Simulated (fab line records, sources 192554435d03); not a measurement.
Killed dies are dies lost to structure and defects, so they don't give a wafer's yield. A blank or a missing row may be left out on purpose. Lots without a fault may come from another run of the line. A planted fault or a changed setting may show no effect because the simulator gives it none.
Split-lot experiment | flow n5_finfet | 7 lots, 21 wafers read, on a route of 1938 steps

THE SPLIT
At N5_BEOL_M0_CUTY_EXPOSE_54 (exposes mask M0 ABLK), the setting dose_mj was moved away from the recipe's 36 on 6 of the 21 wafers read, by -6.6% to -2.8%. The other wafers ran this setting at the recipe's value.

FROM THE SPLIT TO THE READING: what the file shows between them, 2 steps
- N5_BEOL_M0_CUTY_PEB_55: peb time 60 s
- N5_BEOL_M0_CUTY_DEVELOP_56: develop time 30 s

THE READING
cd_nm, in nm, at N5_BEOL_M0_CUTY_CD_MEAS_57 (target cd 200 nm). Fault-free wafers of this fab line usually give 200.0 nm, standard deviation 0.88 nm.

wafer  | tool, chamber at the split | dose_mj as run | against the recipe | cd_nm, nm | against lot-mates on the recipe
L074.1 | arfi_scanner-03, 0         | 36             | recipe             | 199.7     | -
L074.3 | arfi_scanner-03, 0         | 36             | recipe             | 200.2     | -
L074.4 | arfi_scanner-03, 0         | 36             | recipe             | 199.1     | -
L078.1 | arfi_scanner-01, 0         | 36             | recipe             | 200.8     | -
L078.2 | arfi_scanner-01, 0         | 34.21          | -5.0%              | 203.7     | +3.1
L078.5 | arfi_scanner-01, 0         | 36             | recipe             | 200.3     | -
L079.1 | arfi_scanner-02, 0         | 33.61          | -6.6%              | 204.6     | +3.8
L079.3 | arfi_scanner-02, 0         | 36             | recipe             | 200.2     | -
L079.4 | arfi_scanner-02, 0         | 36             | recipe             | 201.5     | -
L084.1 | arfi_scanner-01, 0         | 34.13          | -5.2%              | 202.6     | +1.7
L084.2 | arfi_scanner-01, 0         | 36             | recipe             | 200.9     | -
L084.4 | arfi_scanner-01, 0         | 36             | recipe             | 200.8     | -
L085.3 | arfi_scanner-01, 0         | 36             | recipe             | 198.8     | -
L085.4 | arfi_scanner-01, 0         | 36             | recipe             | 198.7     | -
L085.5 | arfi_scanner-01, 0         | 33.79          | -6.1%              | 204.6     | +5.8
L086.1 | arfi_scanner-03, 0         | 36             | recipe             | 199.8     | -
L086.3 | arfi_scanner-03, 0         | 36             | recipe             | 200.4     | -
L086.5 | arfi_scanner-03, 0         | 36             | recipe             | 199.7     | -
L089.3 | arfi_scanner-02, 0         | 34.99          | -2.8%              | 201.2     | +1.1
L089.5 | arfi_scanner-02, 0         | 34.99          | -2.8%              | 201.3     | +1.2
L089.6 | arfi_scanner-02, 0         | 36             | recipe             | 200.1     | -

THE FIT
A straight line over all 21 wafers: cd_nm changes by -0.651 nm for each +1% of dose_mj; r = -0.90; the points scatter about the line by 0.75 nm.
The same after taking each lot's own level away (the mean of its wafers on the recipe; 21 wafers): -0.627 nm for each +1%; r = -0.91; scatter 0.69 nm.
On that fit, the largest move of dose_mj shifts the reading by 4.2 nm.
The lots' own levels span 198.75 to 200.85 nm, that is 2.4 times the standard deviation above.
So the lot-to-lot level changes the slope little: the two slopes agree.
Check: with one of the wafers moved furthest among these (-6.6%) left out of the fit, the line predicts +4.26 nm for it against its lot-mates. It came out at +3.75 nm against them.

OTHER SPLITS ON THESE WAFERS
These wafers also went through other splits before the reading. Each is held against what the fit with the lots' levels taken away leaves over:
other split on the same wafers              | wafers away from the commonest value | r with cd_nm (lot level and that fit taken away)
N5_MOL_CONTACT_COAG_COAT_78 spin_rpm        | 10                                   | -0.08
N5_MOL_CONTACT_COAG_EXPOSE_37 dose_mj       | 9                                    | -0.20
N5_MOL_CONTACT_COAG_ALD_133 ald_cycles      | 6                                    | +0.02
N5_BEOL_M0_SAQP_ETCH_107 source_w           | 8                                    | -0.13
N5_BEOL_M0_SAQP_SPACER2_ALD_26 target_thk_a | 7                                    | -0.16
N5_BEOL_M0_SAQP_ETCH_88 source_w            | 7                                    | -0.12

THE FILE'S OWN FIT
cd_nm changes by -0.634 nm for each +1% of dose_mj, r = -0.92.
